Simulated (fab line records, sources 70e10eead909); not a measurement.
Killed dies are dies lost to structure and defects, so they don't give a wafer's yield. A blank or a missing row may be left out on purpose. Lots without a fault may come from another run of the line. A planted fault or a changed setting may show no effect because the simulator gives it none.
A struck lot beside a sound one | flow nand_harc | 14 steps out of a route of 1302
Sound: wafers L298.2, L298.3, L298.5. Struck: wafer L297.3. (L297.5, L297.6 of the same lot were not struck and are left out.) The cause comes at the end.
At each step with rows: each side's tool, then ch and its chambers, then its first start. Under that, the readings that differ: sound wafers | struck wafers | difference of the means | sigmas: that difference in standard deviations of wafers without a fault.
alike: readings whose means differ by less than 2 such deviations, and words and numbers that are the same on both sides. not compared: withheld readings, readings that some wafer has no value for, bounds like >300 that may hide the same value, and numbers for which the record gives no deviation and whose values overlap.
The two part at a step that has a row with sigmas, a row that says differs or no value, or rows on one side only. Numbers that don't overlap but have no deviation are shown without sigmas and don't part them. A reading that every wafer of one side lacks parts them only if that side has two wafers or more.

first, 2 steps without rows for these wafers: NHARC_A_DECK1_JOINT_ANNEAL_28 (time 1800 s); NHARC_A_DECK1_JOINT_ANNEAL_29 (time 1800 s).
NHARC_A_DECK1_JOINT_CMP_02: polishes SiOx.
  sound on cmp-01 ch 1,3, day 18 03:13; struck on cmp-02 ch 3, day 18 03:14
  alike: motor_current_A
then, 1 step without rows for these wafers: NHARC_A_DECK1_JOINT_SRD_15.
NHARC_A_DECK1_JOINT_DEP_16: deposits SiO2, target thk 45 nm.
  sound on pecvd-01 ch 1,2, day 18 03:38; struck on pecvd-04 ch 1, day 18 03:40
  alike: heater_power_w, throttle_valve_pct
NHARC_A_DECK1_JOINT_THK_MEAS_17: measures by ellipsometry.
  sound on film_metro-01, day 18 03:58; struck on film_metro-02, day 18 03:53
  alike: thk_nm
NHARC_A_DECK1_JOINT_INSPECT_05:
  sound on defect_inspect-02, day 18 04:00; struck on defect_inspect-02, day 18 03:55
  reading          | sound       | struck | difference | sigmas
  raw_defect_count | 181 202 203 | 649    | +454       | +4
then, 1 step without rows for these wafers: NHARC_A_ONON_D2_DEP_00 (target thk 1000 nm).
NHARC_A_ONON_D2_THK_MEAS_02: measures by ellipsometry.
  sound on film_metro-02, day 18 04:35; struck on film_metro-01, day 18 04:29
  alike: thk_nm
then, 1 step without rows for these wafers: NHARC_A_ONON_D2_DEP_03 (target thk 1000 nm).
NHARC_A_ONON_D2_THK_MEAS_05: measures by ellipsometry.
  sound on film_metro-01, day 18 05:08; struck on film_metro-02, day 18 05:03
  alike: thk_nm
NHARC_A_ONON_D2_DEP_06: target thk 1000 nm.
  sound on pecvd_onon-04 ch 0, day 18 05:16; struck on pecvd_onon-02 ch 0, day 18 05:13
NHARC_A_ONON_D2_THK_MEAS_08: measures by ellipsometry.
  sound on film_metro-02, day 18 05:43; struck on film_metro-01, day 18 05:37
  reading     | sound        | struck | difference | sigmas
  thk_nm (nm) | 999 999 1000 | 1511   | +512       | +53
then, 1 step without rows for these wafers: NHARC_A_ONON_D2_DEP_09 (target thk 1000 nm).

WHERE THEY PART
First at NHARC_A_DECK1_JOINT_INSPECT_05; last, within this record, at NHARC_A_ONON_D2_THK_MEAS_08.

WHY: what the simulator had put in
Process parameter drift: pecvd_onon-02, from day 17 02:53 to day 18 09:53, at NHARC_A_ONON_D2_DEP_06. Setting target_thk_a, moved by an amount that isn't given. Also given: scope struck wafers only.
